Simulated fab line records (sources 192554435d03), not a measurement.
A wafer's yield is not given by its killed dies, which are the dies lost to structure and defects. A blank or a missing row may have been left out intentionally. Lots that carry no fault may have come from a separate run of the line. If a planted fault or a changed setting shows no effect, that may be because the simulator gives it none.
Split-lot experiment | flow n5_finfet | 7 lots, 21 wafers read, on a route of 1938 steps

THE SPLIT
At N5_FIN_SAQP_PEB_14 (peb time 60 s), the setting peb_time_s was moved away from the recipe's 60 s on 9 of the 21 wafers read, by -21.1% to +11.1%. For the rest of the wafers, this setting stayed at what the recipe calls for.

BETWEEN THE SPLIT AND THE READING: the file shows 1 step in between
- N5_FIN_SAQP_DEVELOP_15: develop time 30 s (also split here: develop_time_s)

THE READING
cd_nm (nm) at N5_FIN_SAQP_CD_MEAS_16, where the cd target is 35.6 nm. On this fab line, fault-free wafers typically give 35.6 nm with a standard deviation of 0.31 nm.

wafer  | tool, chamber at the split | peb_time_s as run, s | against the recipe | cd_nm, nm | against lot-mates on the recipe
L074.3 | litho_track-04, 0          | 60                   | recipe             | 35.4      | -
L074.4 | litho_track-04, 0          | 60                   | recipe             | 36.0      | -
L074.6 | litho_track-04, 0          | 60                   | recipe             | 35.4      | -
L078.1 | litho_track-03, 0          | 60                   | recipe             | 36.0      | -
L078.3 | litho_track-03, 0          | 66.69                | +11.1%             | 34.1      | -1.9
L078.4 | litho_track-03, 0          | 66.69                | +11.1%             | 34.3      | -1.7
L080.1 | litho_track-03, 0          | 60                   | recipe             | 34.9      | -
L080.3 | litho_track-03, 0          | 55.15                | -8.1%              | 36.4      | +1.5
L080.5 | litho_track-03, 0          | 55.15                | -8.1%              | 36.6      | +1.7
L082.1 | litho_track-01, 0          | 60                   | recipe             | 35.2      | -
L082.3 | litho_track-01, 0          | 60                   | recipe             | 35.8      | -
L082.6 | litho_track-01, 0          | 60                   | recipe             | 35.1      | -
L086.1 | litho_track-04, 0          | 47.34                | -21.1%             | 39.3      | +4.1
L086.2 | litho_track-04, 0          | 60                   | recipe             | 35.2      | -
L086.3 | litho_track-04, 0          | 47.34                | -21.1%             | 38.6      | +3.4
L090.3 | litho_track-03, 0          | 48.91                | -18.5%             | 38.8      | +3.1
L090.4 | litho_track-03, 0          | 48.91                | -18.5%             | 38.3      | +2.6
L090.6 | litho_track-03, 0          | 60                   | recipe             | 35.7      | -
L097.1 | litho_track-01, 0          | 50.52                | -15.8%             | 38.5      | +3.1
L097.2 | litho_track-01, 0          | 60                   | recipe             | 35.5      | -
L097.3 | litho_track-01, 0          | 60                   | recipe             | 35.3      | -

FIT RESULTS
A straight line over all 21 wafers: cd_nm changes by -0.158 nm for each +1% of peb_time_s; r = -0.97; the points scatter about the line by 0.37 nm.
The same after taking each lot's own level away (the mean of its wafers on the recipe; 21 wafers): -0.17 nm for each +1%; r = -0.99; scatter 0.28 nm.
Per that fit: largest peb_time_s move, reading shift of 3.6 nm.
Across the lots, their own levels run from 34.90 to 36.00 nm, a range of 3.5 times the standard deviation given above.
So the lot-to-lot level changes the slope little: the two slopes agree.
Check: with one of the wafers moved furthest among these (-21.1%) left out of the fit, the line predicts +3.51 nm for it against its lot-mates. Against them it came out at +4.1 nm.

THESE WAFERS: OTHER SPLITS
Note: prior to the reading, these wafers also went through further splits. Each is held against what the fit with the lots' levels taken away leaves over:
other split on the same wafers        | wafers away from the commonest value | r with cd_nm (lot level and that fit taken away)
N5_FIN_SAQP_DEVELOP_15 develop_time_s | 10                                   | +0.24

FILE'S OWN FIT
cd_nm changes by -0.174 nm for each +1% of peb_time_s, r = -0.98.
